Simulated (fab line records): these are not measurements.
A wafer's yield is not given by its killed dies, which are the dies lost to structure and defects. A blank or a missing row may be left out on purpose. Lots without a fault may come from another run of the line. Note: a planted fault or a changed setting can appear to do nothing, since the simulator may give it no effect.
Split-lot study + flow n5-finfet + 21 wafers read across 7 lots, on a route 1938 steps long

ON THE SPLIT
At N5_PASSIVATION_VIA_ETCH_13 (etches SiO2 in CHF3/O2, target depth 660 nm, time 330 s), the setting bias-w was moved away from the recipe's 170 W on 3 of the 21 wafers read, by -7.6% to +17.6%. The other wafers ran this setting at the recipe's value.

The reading comes from the split's own step.

THE READING
rf-vpp-V, in V, at N5_PASSIVATION_VIA_ETCH_13 (etches SiO2 in CHF3/O2, target depth 660 nm, time 330 s). A value of 520 V with a standard deviation of 18 V is what fault-free wafers of this fab line usually give.

| wafer  | tool, chamber at the split | bias-w as run, W | against the recipe | rf-vpp-V, V | against lot-mates on the recipe |
|--------|----------------------------|------------------|--------------------|-------------|---------------------------------|
| L081.1 | rie-diel-01, 2             | 199.9            | +17.6%             | 610         | +123                            |
| L081.3 | rie-diel-01, 1             | 170              | recipe             | 487         | -                               |
| L081.4 | rie-diel-01, 3             | 199.9            | +17.6%             | 592         | +105                            |
| L080.2 | rie-diel-03, 3             | 170              | recipe             | 526         | -                               |
| L080.4 | rie-diel-03, 2             | 170              | recipe             | 532         | -                               |
| L080.6 | rie-diel-03, 1             | 170              | recipe             | 512         | -                               |
| L082.2 | rie-diel-03, 3             | 170              | recipe             | 526         | -                               |
| L082.3 | rie-diel-03, 1             | 170              | recipe             | 514         | -                               |
| L082.5 | rie-diel-03, 2             | 170              | recipe             | 531         | -                               |
| L088.1 | rie-diel-01, 0             | 170              | recipe             | 511         | -                               |
| L088.3 | rie-diel-01, 2             | 170              | recipe             | 537         | -                               |
| L088.5 | rie-diel-01, 2             | 170              | recipe             | 535         | -                               |
| L091.2 | rie-diel-02, 0             | 170              | recipe             | 548         | -                               |
| L091.3 | rie-diel-02, 1             | 170              | recipe             | 498         | -                               |
| L091.4 | rie-diel-02, 2             | 170              | recipe             | 519         | -                               |
| L094.1 | rie-diel-01, 1             | 170              | recipe             | 488         | -                               |
| L094.3 | rie-diel-01, 3             | 170              | recipe             | 521         | -                               |
| L094.5 | rie-diel-01, 1             | 157              | -7.6%              | 458         | -46                             |
| L097.3 | rie-diel-02, 3             | 170              | recipe             | 547         | -                               |
| L097.4 | rie-diel-02, 0             | 170              | recipe             | 548         | -                               |
| L097.6 | rie-diel-02, 2             | 170              | recipe             | 520         | -                               |

THE FIT
A straight line over all 21 wafers: rf-vpp-V changes by +4.9 V for each +1% of bias-w; r = +0.83; the points scatter about the line by 19 V.
The same after taking each lot's own level away (the mean of its wafers on the recipe; 21 wafers): +6.44 V for each +1%; r = +0.94; scatter 13 V.
That fit puts the effect of the largest move of bias-w on the reading at 1.1e+02 V.
Across the lots, their own levels run from 487.0 to 538.3 V, a range of 2.9 times the standard deviation given above.
So the lot-to-lot level changes the slope: the two fits differ.
Check: for one of the wafers moved furthest among these (+17.6%), held out of the fit, the line's prediction against its lot-mates is +105 V. Against them it came out at +123 V.
Tool readings at the split's step, against how far the setting was moved: rf-vpp-V r = +0.83.

OTHER SPLITS APPLIED TO THESE WAFERS
Note: prior to the reading, these wafers also went through further splits. Each is held against what the fit with the lots' levels taken away leaves over:
| other split on the same wafers | wafers away from the commonest value | r with rf-vpp-V (lot level and that fit taken away) |
|--------------------------------|--------------------------------------|-----------------------------------------------------|
| N5_BEOL_M11_COAT_22 spin-rpm   | 6                                    | -0.02                                               |
| N5_BEOL_M11_ETCH_66 time-s     | 9                                    | -0.09                                               |
| N5_BEOL_M12_COAT_65 spin-rpm   | 9                                    | +0.22                                               |
| N5_BEOL_M13_SPUTTER_43 time-s  | 5                                    | -0.04                                               |
| N5_BEOL_M15_COAT_04 spin-rpm   | 7                                    | +0.12                                               |
| N5_BEOL_M15_SPUTTER_44 power-w | 8                                    | +0.04                                               |

THE FILE'S OWN FIT
rf-vpp-V changes by +6.42 V for each +1% of bias-w, r = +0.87.
